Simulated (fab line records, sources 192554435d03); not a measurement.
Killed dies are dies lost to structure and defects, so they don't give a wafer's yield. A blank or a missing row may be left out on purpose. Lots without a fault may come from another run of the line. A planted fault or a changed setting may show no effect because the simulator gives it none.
Chamber matching | flow n5_finfet | N5_BEOL_M4_STRIP_66 on rie_diel-02: 4 sister chambers
The step strips in CF4. 22 wafers are shown with their chamber, then 11 later ones without.

WAFERS WITH THEIR CHAMBER
wafer  | chamber | showerhead_plenum_p_Torr (Torr) | rf_vpp_V (V) | drypump_motor_current_A (A)
L074.1 | 1       | 1.86                            | 270.8        | 5.8
L074.3 | 0       | 1.72                            | 269.5        | 5.6
L074.5 | 0       | 1.72                            | 270.1        | 5.6
L075.2 | 1       | 1.86                            | 272.2        | 5.8
L075.4 | 0       | 1.72                            | 268.2        | 5.5
L075.5 | 2       | 1.88                            | 273.2        | 5.6
L076.4 | 0       | 1.72                            | 268.8        | 5.6
L076.5 | 3       | 1.72                            | 269.6        | 5.6
L076.6 | 2       | 1.88                            | 273.2        | 5.7
L079.1 | 3       | 1.72                            | 270.2        | 5.6
L079.3 | 0       | 1.71                            | 269.3        | 5.6
L079.4 | 1       | 1.86                            | 271.6        | 5.8
L081.1 | 1       | 1.86                            | 272.1        | 5.8
L081.2 | 2       | 1.87                            | 273.2        | 5.6
L081.4 | 0       | 1.71                            | 267.9        | 5.6
L084.1 | 2       | 1.87                            | 272.3        | 5.7
L084.2 | 1       | 1.85                            | 272.8        | 5.7
L084.3 | 0       | 1.71                            | 269.6        | 5.6
L087.2 | 0       | 1.70                            | 270.2        | 5.6
L087.4 | 1       | 1.85                            | 273.0        | 5.8
L087.6 | 1       | 1.85                            | 272.8        | 5.8
L093.1 | 2       | 1.86                            | 272.4        | 5.7

SIGNATURES (means of the wafers above)
reading                  | chamber 0 | chamber 1 | chamber 2 | chamber 3 | scatter within a chamber
showerhead_plenum_p_Torr | 1.7137    | 1.8557    | 1.8720    | 1.7200    | 0.00683
rf_vpp_V                 | 269.200   | 272.186   | 272.860   | 269.900   | 0.733
drypump_motor_current_A  | 5.587     | 5.786     | 5.660     | 5.600     | 0.0404
Rule: a wafer's distance from a chamber is the root of the sum, over the readings, of the square of ((its reading less the chamber's mean) divided by the reading's scatter). The wafer belongs to the nearest chamber; if the next one is less than 2 further off, it can't be placed. The scatter: the root of (the sum of the squares of (reading less its chamber's mean) over the shown wafers, divided by (wafers less chambers)).

WAFERS WITHOUT THEIR CHAMBER
wafer  | showerhead_plenum_p_Torr (Torr) | rf_vpp_V (V) | drypump_motor_current_A (A)
L093.4 | 1.70                            | 269.1        | 5.6
L093.5 | 1.86                            | 272.5        | 5.7
L096.1 | 1.71                            | 268.7        | 5.6
L096.2 | 1.70                            | 269.1        | 5.6
L096.3 | 1.86                            | 274.1        | 5.6
L096.4 | 1.84                            | 271.5        | 5.7
L096.5 | 1.70                            | 269.4        | 5.6
L096.6 | 1.71                            | 270.7        | 5.6
L097.3 | 1.71                            | 268.1        | 5.6
L097.4 | 1.84                            | 272.3        | 5.7
L097.5 | 1.70                            | 267.3        | 5.6

WHICH CHAMBER EACH WENT THROUGH
wafer  | from the rows above     | in truth
L093.4 | can't be placed: 0 or 3 | 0
L093.5 | can't be placed: 2 or 1 | 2
L096.1 | can't be placed: 0 or 3 | 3
L096.2 | can't be placed: 0 or 3 | 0
L096.3 | 2                       | 2
L096.4 | can't be placed: 1 or 2 | 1
L096.5 | can't be placed: 0 or 3 | 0
L096.6 | can't be placed: 3 or 0 | 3
L097.3 | can't be placed: 0 or 3 | 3
L097.4 | can't be placed: 1 or 2 | 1
L097.5 | can't be placed: 0 or 3 | 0
Placed correctly: 1 of 11. Can't be placed from these rows: 10 (the true chamber is among the candidates in 10). Placed wrongly: 0.
